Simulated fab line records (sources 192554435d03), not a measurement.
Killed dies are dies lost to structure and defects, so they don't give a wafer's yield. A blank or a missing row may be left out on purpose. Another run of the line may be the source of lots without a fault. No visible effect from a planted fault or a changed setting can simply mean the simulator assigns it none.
Which tool was responsible? || flow n5-finfet || Sampling: 14 lots, 39 wafers, 2 of 1938 route steps

== WHAT EACH GAUGE READ, for each wafer ==
N5_BEOL_M10_CD_MEAS_28: the cd target is 70 nm.
{"lot": "L909", "measured": "day 9 21:52", "on": "cd-sem-03", "cd-nm (nm)": "70.6 69.6 70.4"}
{"lot": "L910", "measured": "day 10 06:09", "on": "cd-sem-02", "cd-nm (nm)": "70.0 70.0 69.8"}
{"lot": "L912", "measured": "day 11 01:14", "on": "cd-sem-03", "cd-nm (nm)": "68.9 70.0 69.8"}
{"lot": "L913", "measured": "day 11 08:29", "on": "cd-sem-02", "cd-nm (nm)": "71.4 70.3"}
{"lot": "L914", "measured": "day 11 08:38", "on": "cd-sem-01", "cd-nm (nm)": "70.8 71.8 71.0"}
{"lot": "L915", "measured": "day 11 15:52", "on": "cd-sem-02", "cd-nm (nm)": "71.2 71.1"}
{"lot": "L916", "measured": "day 12 02:37", "on": "cd-sem-03", "cd-nm (nm)": "68.7 69.4 68.8"}
{"lot": "L920", "measured": "day 12 18:52", "on": "cd-sem-02", "cd-nm (nm)": "- - -"}
{"lot": "L921", "measured": "day 13 13:02", "on": "cd-sem-01", "cd-nm (nm)": "- - -"}
{"lot": "L928", "measured": "day 15 00:20", "on": "cd-sem-01", "cd-nm (nm)": "71.3 71.4 70.6"}
{"lot": "L930", "measured": "day 15 17:11", "on": "cd-sem-01", "cd-nm (nm)": "71.6 71.2 71.6"}
{"lot": "L929", "measured": "day 15 17:21", "on": "cd-sem-01", "cd-nm (nm)": "71.4 72.5 71.9"}
{"lot": "L931", "measured": "day 15 20:47", "on": "cd-sem-03", "cd-nm (nm)": "70.1 70.9 70.2"}
{"lot": "L932", "measured": "day 16 15:34", "on": "cd-sem-02", "cd-nm (nm)": "69.8 71.8"}

== TOOL THAT RAN EACH LOT (tool first, then ch and the chambers of the sampled wafers, then the start) ==
{"lot": "L909", "N5_BEOL_M10_DEVELOP_27": "litho-track-04 ch 0, day 9 21:48"}
{"lot": "L910", "N5_BEOL_M10_DEVELOP_27": "litho-track-03 ch 0, day 10 06:05"}
{"lot": "L912", "N5_BEOL_M10_DEVELOP_27": "litho-track-03 ch 0, day 11 01:11"}
{"lot": "L913", "N5_BEOL_M10_DEVELOP_27": "litho-track-04 ch 0, day 11 08:25"}
{"lot": "L914", "N5_BEOL_M10_DEVELOP_27": "litho-track-04 ch 0, day 11 08:35"}
{"lot": "L915", "N5_BEOL_M10_DEVELOP_27": "litho-track-02 ch 0, day 11 15:47"}
{"lot": "L916", "N5_BEOL_M10_DEVELOP_27": "litho-track-03 ch 0, day 12 02:33"}
{"lot": "L920", "N5_BEOL_M10_DEVELOP_27": "litho-track-02, day 12 18:48"}
{"lot": "L921", "N5_BEOL_M10_DEVELOP_27": "litho-track-03, day 13 12:58"}
{"lot": "L928", "N5_BEOL_M10_DEVELOP_27": "litho-track-04 ch 0, day 15 00:17"}
{"lot": "L930", "N5_BEOL_M10_DEVELOP_27": "litho-track-02 ch 0, day 15 17:07"}
{"lot": "L929", "N5_BEOL_M10_DEVELOP_27": "litho-track-04 ch 0, day 15 17:17"}
{"lot": "L931", "N5_BEOL_M10_DEVELOP_27": "litho-track-04 ch 0, day 15 20:44"}
{"lot": "L932", "N5_BEOL_M10_DEVELOP_27": "litho-track-02 ch 0, day 16 15:30"}
- N5_BEOL_M10_DEVELOP_27: develop time 30 s.

== WHAT THE TOOLS THEMSELVES READ (means of the sampled wafers that have a number; where no wafer has one, the mark that the record gives instead) ==
N5_BEOL_M10_DEVELOP_27.
{"lot": "L909", "tool": "litho-track-04", "chill-plate-temp-C (C)": 23.09}
{"lot": "L910", "tool": "litho-track-03", "chill-plate-temp-C (C)": 23.00}
{"lot": "L912", "tool": "litho-track-03", "chill-plate-temp-C (C)": 23.09}
{"lot": "L913", "tool": "litho-track-04", "chill-plate-temp-C (C)": 23.02}
{"lot": "L914", "tool": "litho-track-04", "chill-plate-temp-C (C)": 22.88}
{"lot": "L915", "tool": "litho-track-02", "chill-plate-temp-C (C)": 23.00}
{"lot": "L916", "tool": "litho-track-03", "chill-plate-temp-C (C)": 23.06}
{"lot": "L920", "tool": "litho-track-02", "chill-plate-temp-C (C)": "-"}
{"lot": "L921", "tool": "litho-track-03", "chill-plate-temp-C (C)": "-"}
{"lot": "L928", "tool": "litho-track-04", "chill-plate-temp-C (C)": 22.97}
{"lot": "L930", "tool": "litho-track-02", "chill-plate-temp-C (C)": 22.94}
{"lot": "L929", "tool": "litho-track-04", "chill-plate-temp-C (C)": 23.08}
{"lot": "L931", "tool": "litho-track-04", "chill-plate-temp-C (C)": 22.98}
{"lot": "L932", "tool": "litho-track-02", "chill-plate-temp-C (C)": 22.95}

== THE ANSWER, worked out from the rows above alone ==
Rule: what is usual is taken from the lots themselves. Put in order of their means at a reading, lots are off if they are a third of the lots or fewer, leave a main group of 4 or more, and stand apart from it by a gap of 3 or more times the standard deviation of the main group's means; of several such gaps the widest counts. The tables above print the reading to a certain number of digits; a main group whose means all agree to those digits is not used. A lot without any number at a reading at which 4 lots or more have one is off too. The other lots that the step has rows for count as sound. Order of review: gauges by route order, followed by the tools' own readings, for which a lot's mean as printed above is used. The first step at which some lot is off is used, and at that step the reading that is off furthest; a lot without a number counts as furthest.
Off: L920, L921, at N5_BEOL_M10_CD_MEAS_28 (cd-nm). Without a number there: L920, L921. The main group: mean 70.6 nm, standard deviation 0.81.
A tool fits if, at a process step before that reading, it ran every lot that is off, and no sound lot after the first of them. The gauges at N5_BEOL_M10_CD_MEAS_28 aren't tried: what is off there is off at N5_BEOL_M10_DEVELOP_27 too, on other tools, and a gauge's error can't cause that. No candidate that was tried fits.

== WHAT HAD BEEN PUT IN BY THE SIMULATOR ==
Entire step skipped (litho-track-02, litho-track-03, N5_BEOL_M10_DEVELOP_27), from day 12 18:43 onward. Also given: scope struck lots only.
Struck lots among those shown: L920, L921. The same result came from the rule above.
